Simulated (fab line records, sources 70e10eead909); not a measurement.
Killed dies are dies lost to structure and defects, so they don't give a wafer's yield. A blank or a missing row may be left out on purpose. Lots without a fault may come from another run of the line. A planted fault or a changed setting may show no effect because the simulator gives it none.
Which tool did it? | flow nand_harc | 24 lots, 72 wafers sampled, at 4 steps of a route of 1302

WHAT THE GAUGES READ, wafer by wafer
NHARC_P_M2_INSPECT_11.
lot  | measured     | on                | raw_defect_count
L074 | day 6 06:13  | defect_inspect-01 | 6 7 2
L075 | day 6 19:01  | defect_inspect-01 | 4 5 1
L076 | day 7 03:13  | defect_inspect-01 | 3 1 6
L077 | day 7 13:07  | defect_inspect-01 | 3 2 0
L078 | day 8 02:04  | defect_inspect-02 | 3 2 3
L079 | day 8 11:40  | defect_inspect-01 | 3 3 3
L080 | day 9 01:53  | defect_inspect-01 | 8 4 2
L081 | day 9 09:19  | defect_inspect-02 | 2 8 3
L082 | day 10 00:09 | defect_inspect-01 | 4 6 3
L083 | day 10 12:20 | defect_inspect-01 | 7 12 8
L084 | day 10 20:32 | defect_inspect-02 | 4 11 4
L085 | day 11 05:10 | defect_inspect-02 | 8 5 5
L086 | day 11 11:44 | defect_inspect-01 | 2 8 1
L088 | day 12 15:38 | defect_inspect-02 | 12 12 10
L087 | day 12 16:10 | defect_inspect-02 | 8 14 7
L089 | day 12 17:34 | defect_inspect-02 | 3 5 7
L090 | day 13 02:19 | defect_inspect-02 | 4 5 6
L091 | day 13 11:11 | defect_inspect-01 | 3 1 6
L092 | day 14 02:04 | defect_inspect-01 | 3 7 5
L093 | day 14 14:20 | defect_inspect-01 | 10 4 3
L094 | day 14 23:56 | defect_inspect-01 | 2 3 6
L095 | day 15 03:05 | defect_inspect-02 | 7 4 4
L096 | day 15 19:20 | defect_inspect-01 | 8 4 5
L097 | day 16 04:00 | defect_inspect-02 | 3 1 4

WHICH TOOL RAN EACH LOT (tool, then ch and the chambers of the sampled wafers, then the start)
lot  | NHARC_P_M0_DEP_32               | NHARC_P_M1_DESCUM_14               | NHARC_P_M1_PRE_CLEAN_30
L074 | pecvd-01 ch 0,1, day 6 00:37    | rie_diel-08 ch 0,2,3, day 6 02:03  | pvd_sputter-03, day 6 06:13 or earlier
L075 | pecvd-03 ch 0,2, day 6 13:32    | rie_diel-08 ch 0,1,2, day 6 14:56  | pvd_sputter-01, day 6 19:01 or earlier
L076 | pecvd-04 ch 0,1, day 6 21:38    | rie_diel-08 ch 0,2,3, day 6 23:03  | pvd_sputter-03, day 7 03:13 or earlier
L077 | pecvd-04 ch 1,2, day 7 07:41    | rie_diel-02 ch 0,2,3, day 7 08:59  | pvd_sputter-01, day 7 13:07 or earlier
L078 | pecvd-01 ch 0,1,2, day 7 20:41  | rie_diel-08 ch 2,3, day 7 21:59    | pvd_sputter-01, day 8 02:04 or earlier
L079 | pecvd-04 ch 0,1, day 8 06:02    | rie_diel-12 ch 2,3, day 8 07:29    | pvd_sputter-01, day 8 11:40 or earlier
L080 | pecvd-04 ch 0,1,2, day 8 20:17  | rie_diel-08 ch 2,3, day 8 21:36    | pvd_sputter-03, day 9 01:53 or earlier
L081 | pecvd-04 ch 1,2, day 9 03:53    | rie_diel-12 ch 1,2, day 9 05:13    | pvd_sputter-02, day 9 09:19 or earlier
L082 | pecvd-04 ch 0,1,2, day 9 18:51  | rie_diel-08 ch 1,2,3, day 9 20:05  | pvd_sputter-01, day 10 00:09 or earlier
L083 | pecvd-04 ch 0,1,2, day 10 05:50 | rie_diel-12 ch 0,1,2, day 10 07:24 | pvd_sputter-01, day 10 12:20 or earlier
L084 | pecvd-04 ch 0,2, day 10 14:53   | rie_diel-08 ch 0,2,3, day 10 16:27 | pvd_sputter-02, day 10 20:32 or earlier
L085 | pecvd-03 ch 0,2, day 10 23:34   | rie_diel-02 ch 1,2, day 11 01:01   | pvd_sputter-03, day 11 05:10 or earlier
L086 | pecvd-03 ch 0,1, day 11 06:10   | rie_diel-08 ch 0,2, day 11 07:37   | pvd_sputter-03, day 11 11:44 or earlier
L088 | pecvd-03 ch 0,1, day 12 10:09   | rie_diel-02 ch 0,1,2, day 12 11:33 | pvd_sputter-03, day 12 15:38 or earlier
L087 | pecvd-03 ch 0,2, day 12 10:41   | rie_diel-08 ch 0,3, day 12 12:04   | pvd_sputter-01, day 12 16:10 or earlier
L089 | pecvd-03 ch 0,1,2, day 12 12:11 | rie_diel-08 ch 1,2, day 12 13:31   | pvd_sputter-01, day 12 17:34 or earlier
L090 | pecvd-04 ch 0,1, day 12 20:48   | rie_diel-08 ch 0,1,3, day 12 22:14 | pvd_sputter-03, day 13 02:19 or earlier
L091 | pecvd-01 ch 0,1,2, day 13 05:39 | rie_diel-08 ch 1,3, day 13 07:06   | pvd_sputter-02, day 13 11:11 or earlier
L092 | pecvd-01 ch 0,2, day 13 20:28   | rie_diel-02 ch 0,1,2, day 13 21:55 | pvd_sputter-01, day 14 02:04 or earlier
L093 | pecvd-04 ch 0,1, day 14 08:14   | rie_diel-02 ch 2,3, day 14 09:34   | pvd_sputter-01, day 14 14:20 or earlier
L094 | pecvd-04 ch 0,1,2, day 14 18:40 | rie_diel-12 ch 1,2, day 14 19:59   | pvd_sputter-03, day 14 23:56 or earlier
L095 | pecvd-01 ch 0,1,2, day 14 20:40 | rie_diel-12 ch 0,1,2, day 14 21:59 | pvd_sputter-01, day 15 03:05 or earlier
L096 | pecvd-03 ch 0,1,2, day 15 14:04 | rie_diel-02 ch 0,1,2, day 15 15:22 | pvd_sputter-02, day 15 19:20 or earlier
L097 | pecvd-03 ch 0,1,2, day 15 22:25 | rie_diel-12 ch 0,2, day 15 23:50   | pvd_sputter-01, day 16 04:00 or earlier
- NHARC_P_M0_DEP_32: deposits SiCN, target thk 30 nm.
- NHARC_P_M1_DESCUM_14: chemistry O2, time 3 s.
- NHARC_P_M1_PRE_CLEAN_30: time 30 s.

WHAT THE TOOLS THEMSELVES READ (means of the sampled wafers that have a number; where no wafer has one, the mark that the record gives instead)
NHARC_P_M0_DEP_32.
lot  | tool     | heater_power_w (W)
L074 | pecvd-01 | 557
L075 | pecvd-03 | 674
L076 | pecvd-04 | 543
L077 | pecvd-04 | 583
L078 | pecvd-01 | 631
L079 | pecvd-04 | 650
L080 | pecvd-04 | 543
L081 | pecvd-04 | 547
L082 | pecvd-04 | 563
L083 | pecvd-04 | 541
L084 | pecvd-04 | 548
L085 | pecvd-03 | 731
L086 | pecvd-03 | 697
L088 | pecvd-03 | 651
L087 | pecvd-03 | 617
L089 | pecvd-03 | 663
L090 | pecvd-04 | 592
L091 | pecvd-01 | 620
L092 | pecvd-01 | 704
L093 | pecvd-04 | 614
L094 | pecvd-04 | 568
L095 | pecvd-01 | 596
L096 | pecvd-03 | 686
L097 | pecvd-03 | 674

NHARC_P_M1_DESCUM_14.
lot  | tool        | drypump_motor_current_A (A) | mfc_ar_sccm (sccm) | oes_product_au (a.u.) | rf_vpp_V (V) | showerhead_plenum_p_Torr (Torr) | throttle_valve_pct (%)
L074 | rie_diel-08 | 5.7                         | 0.018              | 0.995                 | 57.4         | 1.88                            | 11.318
L075 | rie_diel-08 | 5.5                         | 0.010              | 0.998                 | 56.8         | 1.87                            | 11.306
L076 | rie_diel-08 | 5.8                         | 0.018              | 0.999                 | 58.3         | 1.88                            | 11.312
L077 | rie_diel-02 | 5.5                         | 0.002              | 1.000                 | 57.3         | 1.86                            | 11.305
L078 | rie_diel-08 | 6.0                         | 0.030              | 0.997                 | 57.2         | 1.88                            | 11.312
L079 | rie_diel-12 | 5.4                         | 0.001              | 0.996                 | 58.1         | 1.95                            | 11.308
L080 | rie_diel-08 | 5.9                         | 0.024              | 1.006                 | 58.1         | 1.91                            | 11.310
L081 | rie_diel-12 | 5.3                         | 0.000              | 1.012                 | 57.4         | 1.84                            | 11.307
L082 | rie_diel-08 | 5.7                         | 0.022              | 1.001                 | 58.1         | 1.87                            | 11.309
L083 | rie_diel-12 | 5.6                         | 0.012              | 1.002                 | 57.7         | 1.86                            | 11.313
L084 | rie_diel-08 | 5.7                         | 0.018              | 0.997                 | 57.7         | 1.88                            | 11.317
L085 | rie_diel-02 | 5.8                         | 0.003              | 0.998                 | 58.3         | 1.89                            | 11.299
L086 | rie_diel-08 | 5.6                         | 0.013              | 0.997                 | 57.5         | 1.91                            | 11.322
L088 | rie_diel-02 | 5.5                         | 0.002              | 1.010                 | 57.2         | 1.87                            | 11.317
L087 | rie_diel-08 | 5.6                         | 0.012              | 1.005                 | 57.5         | 1.86                            | 11.312
L089 | rie_diel-08 | 5.6                         | 0.017              | 1.001                 | 56.7         | 1.89                            | 11.319
L090 | rie_diel-08 | 5.6                         | 0.016              | 1.003                 | 57.6         | 1.84                            | 11.315
L091 | rie_diel-08 | 5.9                         | 0.027              | 0.993                 | 58.1         | 1.84                            | 11.302
L092 | rie_diel-02 | 5.5                         | 0.002              | 1.007                 | 57.9         | 1.87                            | 11.317
L093 | rie_diel-02 | 5.6                         | 0.003              | 0.983                 | 58.2         | 1.91                            | 11.319
L094 | rie_diel-12 | 5.2                         | 0.000              | 0.995                 | 57.6         | 1.88                            | 11.315
L095 | rie_diel-12 | 5.6                         | 0.012              | 0.997                 | 57.7         | 1.85                            | 11.305
L096 | rie_diel-02 | 5.5                         | 0.002              | 1.008                 | 58.0         | 1.87                            | 11.308
L097 | rie_diel-12 | 5.5                         | 0.012              | 0.986                 | 56.9         | 1.91                            | 11.303

NHARC_P_M1_PRE_CLEAN_30.
lot  | tool           | heater_power_w (W)
L074 | pvd_sputter-03 | 387
L075 | pvd_sputter-01 | 378
L076 | pvd_sputter-03 | 383
L077 | pvd_sputter-01 | 373
L078 | pvd_sputter-01 | 377
L079 | pvd_sputter-01 | 390
L080 | pvd_sputter-03 | 384
L081 | pvd_sputter-02 | 429
L082 | pvd_sputter-01 | 361
L083 | pvd_sputter-01 | 380
L084 | pvd_sputter-02 | 428
L085 | pvd_sputter-03 | 373
L086 | pvd_sputter-03 | 365
L088 | pvd_sputter-03 | 390
L087 | pvd_sputter-01 | 385
L089 | pvd_sputter-01 | 377
L090 | pvd_sputter-03 | 379
L091 | pvd_sputter-02 | 433
L092 | pvd_sputter-01 | 368
L093 | pvd_sputter-01 | 383
L094 | pvd_sputter-03 | 382
L095 | pvd_sputter-01 | 389
L096 | pvd_sputter-02 | 405
L097 | pvd_sputter-01 | 358

THE ANSWER, worked out from the rows above alone
Rule: what is usual is taken from the lots themselves. Put in order of their means at a reading, lots are off if they are a third of the lots or fewer, leave a main group of 4 or more, and stand apart from it by a gap of 3 or more times the standard deviation of the main group's means; of several such gaps the widest counts. A main group whose means are all the same, to the digits that the tables above print for the reading, isn't used. A lot without any number at a reading at which 4 lots or more have one is off too. The other lots that the step has rows for count as sound. The gauges are gone through in route order, then the tools' own readings, and for those a lot's mean is taken as printed above. The first step at which some lot is off is used, and at that step the reading that is off furthest; a lot without a number counts as furthest.
No lot is off at any reading shown: from this, nothing can be told.

WHAT THE SIMULATOR HAD PUT IN
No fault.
